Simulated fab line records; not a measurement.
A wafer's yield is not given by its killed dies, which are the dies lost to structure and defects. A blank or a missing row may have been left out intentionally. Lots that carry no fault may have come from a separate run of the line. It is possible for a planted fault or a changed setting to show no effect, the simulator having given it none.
Code-filled problem report in 8D (eight disciplines) form ; flow n5 finfet ; the parts of the form that need people (team, actions taken, sign-off) are left out

1. PROBLEM STATEMENT
At N5_BEOL_M2_COAT_73, plate temp C averages 211.42 C over 6 wafers from 2 lots, while fault-free wafers read 204.98 C, standard deviation 0.13. That is +50 standard deviations from the usual mean.
The step: time 60 s, resist thk 5 nm.
First seen on wafer L421.2, day 8 14:41, on litho track-01. The record holds 30 wafers of 10 lots with a number at this step. Rule for "out", or "out of limits": more than 4 standard deviations from the usual mean. The other wafers with a number count as sound.

2. WHAT THIS IS AND IS NOT
question;is;is not
which readings at this step;plate temp C, heater power total W;exhaust pa
which lots;L421, L422;L417, L418, L419, L429, L430, L431, L432, L434
which wafers of those lots;all that have a number;-
read on which tools;litho track-01;litho track-02, litho track-04
when;from day 8 14:41;"up to then (9 sound wafers); but 15 sound wafers of L429, L430, L431, L432, L434 came after"

3. SUSPECTS, AND WHAT RULES EACH OUT
Counting: a tool at a process step up to the reading stays a suspect if it ran every lot that is out and no sound lot after the first of them.
- pvd sputter-02 at N5_BEOL_M1_ANNEAL_93 (time 240 s): ruled out as a lasting fault. Following L421 (day 8 12:10), the first lot on it that is out, the sound lots L429, L430, L431, L434 were run on it.
- pvd sputter-02 at N5_BEOL_M1_SPUTTER_96 (material Cu, target thk 4.5 nm, time 8.29 s): ruled out as a lasting fault. Following L421 (day 8 12:32), the first lot on it that is out, the sound lots L429, L430, L431, L434 were run on it.
- litho track-01 at N5_BEOL_M2_COAT_73 (time 60 s, resist thk 5 nm): ruled out as a lasting fault. Following L421 (day 8 14:41), the first lot on it that is out, the sound lots L434 were run on it.
Left after counting: nothing in the record.

4. THE CAUSE (what the simulator had put in)
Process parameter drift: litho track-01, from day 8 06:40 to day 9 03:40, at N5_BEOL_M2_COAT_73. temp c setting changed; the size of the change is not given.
Counting ruled it out, wrongly.

5. THE CHAIN OF EFFECTS, in route order
Each row: a reading whose mean over the struck wafers that have a number lies more than 3 standard deviations from the usual. Only readings whose record carries a usual standard deviation are examined. hours: median over the lots of the time between each lot's start at the first step of this table that gives one and its start at this step. sigmas: the change, counted in usual standard deviations.
hours;step;reading;usual;on struck wafers;change;sigmas
0;N5_BEOL_M2_COAT_73;heater power total W;391.8 W;407.4;+15.6;+11
0;N5_BEOL_M2_COAT_73;plate temp C;204.98 C;211.42;+6.44;+50
Process steps it contains:
- N5_BEOL_M2_COAT_73: time 60 s, resist thk 5 nm.
At these later measuring or inspecting steps, every struck wafer for which the step has a row has a number for every such reading, and none has moved that far: N5_BEOL_M4_RC_MEAS_101.

6. WHAT WOULD HAVE CAUGHT IT SOONER
8 hours passed between the start of the fault at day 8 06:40 and the first reading out of limits in this record, taken at day 8 14:41.
